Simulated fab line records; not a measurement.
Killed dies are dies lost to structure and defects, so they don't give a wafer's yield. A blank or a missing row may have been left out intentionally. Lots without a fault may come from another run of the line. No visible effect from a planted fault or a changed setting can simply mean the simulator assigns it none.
A single fault, viewed from 2 desks | flow n5-finfet | each desk holds nothing but its own numbers, with what lay behind them at the end

== DESK OF THE TOOL OWNER: rie-diel-02 ==
The tool's own readings at N5_STI_FIN_REVEAL_ETCHBACK_08 (etches SiO2 in C4F6/O2, target depth 30.5 nm, time 10.167 s): means of the sampled wafers that have a number, for each lot that ran on this tool. If a lot's mean is further than 4 standard deviations from the usual mean, the lot is out of limits and carries the mark OUT (the distance appears in the brackets).
Columns: A = drypump-motor-current-A at N5_STI_FIN_REVEAL_ETCHBACK_08, usual 5.6 A; B = oes_o_777_au at N5_STI_FIN_REVEAL_ETCHBACK_08, usual 0.79 a.u.; C = oes-product-au at N5_STI_FIN_REVEAL_ETCHBACK_08, usual 0.79 a.u.; D = rf-vpp-V at N5_STI_FIN_REVEAL_ETCHBACK_08, usual 666 V; E = showerhead-plenum-p-Torr at N5_STI_FIN_REVEAL_ETCHBACK_08, usual 2.86 Torr; F = throttle-valve-pct at N5_STI_FIN_REVEAL_ETCHBACK_08, usual 21.26 %
lot  | first seen here | A   | B    | C    | D   | E    | F
L167 | day 5 07:40     | 5.8 | 0.83 | 0.83 | 660 | 2.87 | 21.14
L168 | day 5 13:57     | 5.8 | 0.83 | 0.83 | 661 | 2.87 | 21.14
L169 | day 5 17:49     | 5.3 | 0.88 | 0.89 | 670 | 2.87 | 21.18
L175 | day 7 05:22     | 5.5 | 0.93 | 0.93 | 669 | 2.80 | 21.20
L178 | day 7 23:01     | 5.2 | 0.90 | 1.03 | 674 | 2.85 | 21.27
This desk found nothing out of limits on any of the 5 lots.

== AT THE METROLOGY DESK ==
Lot by lot, what the gauges showed, no matter which tool ran the lot: averages of those sampled wafers that carry a number. If a lot's mean is further than 4 standard deviations from the usual mean, the lot is out of limits and carries the mark OUT (the distance appears in the brackets). 7 of its 11 readings are shown: the first one out of limits and those lying furthest out on some lot.
Columns: A = trench-depth-nm at N5_STI_FIN_REVEAL_FIN_H_MEAS_10, usual 52.4 nm; B = DIBL_N at N5_BEOL_M4_RC_MEAS_101, usual 36.8 mV/V; C = IOFF_N at N5_BEOL_M4_RC_MEAS_101, usual 0.18 nA/um; D = ION_N at N5_BEOL_M4_RC_MEAS_101, usual 682 uA/um; E = SS_N at N5_BEOL_M4_RC_MEAS_101, usual 71.7 mV/dec; F = SS_P at N5_BEOL_M4_RC_MEAS_101, usual 73.5 mV/dec; G = VT_N at N5_BEOL_M4_RC_MEAS_101, usual 248 mV
lot  | first seen here | A               | B    | C    | D   | E    | F    | G
L159 | day 3 08:08     | 52.1            | 36.2 | 0.16 | 675 | 71.2 | 73.0 | 248
L161 | day 3 21:16     | 51.1            | 42.3 | 0.27 | 688 | 73.2 | 74.8 | 243
L163 | day 4 07:19     | 51.1            | 37.7 | 0.22 | 684 | 72.0 | 73.9 | 241
L167 | day 5 10:59     | 52.3            | 36.3 | 0.15 | 676 | 71.2 | 73.3 | 251
L168 | day 5 16:54     | 53.2            | 37.2 | 0.20 | 693 | 71.7 | 73.9 | 246
L169 | day 5 20:46     | 52.5            | 38.7 | 0.19 | 692 | 72.2 | 73.6 | 246
L175 | day 7 08:20     | 52.5            | 34.8 | 0.14 | 681 | 71.3 | 72.9 | 250
L178 | day 8 01:58     | 59.7 (+8.2) OUT | 36.0 | 0.20 | 718 | 71.4 | 73.9 | 248
L179 | day 8 06:29     | 52.0            | 37.4 | 0.17 | 683 | 71.9 | 73.8 | 249
Finding of this desk: L178 out of limits; the first was L178 at day 8 01:58, on trench-depth-nm at N5_STI_FIN_REVEAL_FIN_H_MEAS_10. L159, L161, L163, L167, L168, L169, L175, L179: within limits.

== ALL TOGETHER ==
The metrology desk could have raised an alarm at day 8 01:58, on L178.
The tool owner's desk saw nothing out of limits.
The tool owner's desk has L178 on record, within its limits.
N5_STI_FIN_REVEAL_ETCHBACK_08 was run on rie-diel-02 by each of the lots named.

== WHAT THE SIMULATOR HAD PUT IN ==
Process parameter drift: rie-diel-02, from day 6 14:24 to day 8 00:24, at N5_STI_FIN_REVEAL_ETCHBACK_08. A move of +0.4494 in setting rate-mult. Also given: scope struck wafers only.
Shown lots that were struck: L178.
Hours from the fault's start to each desk's first reading out of limits: the metrology desk, 36.
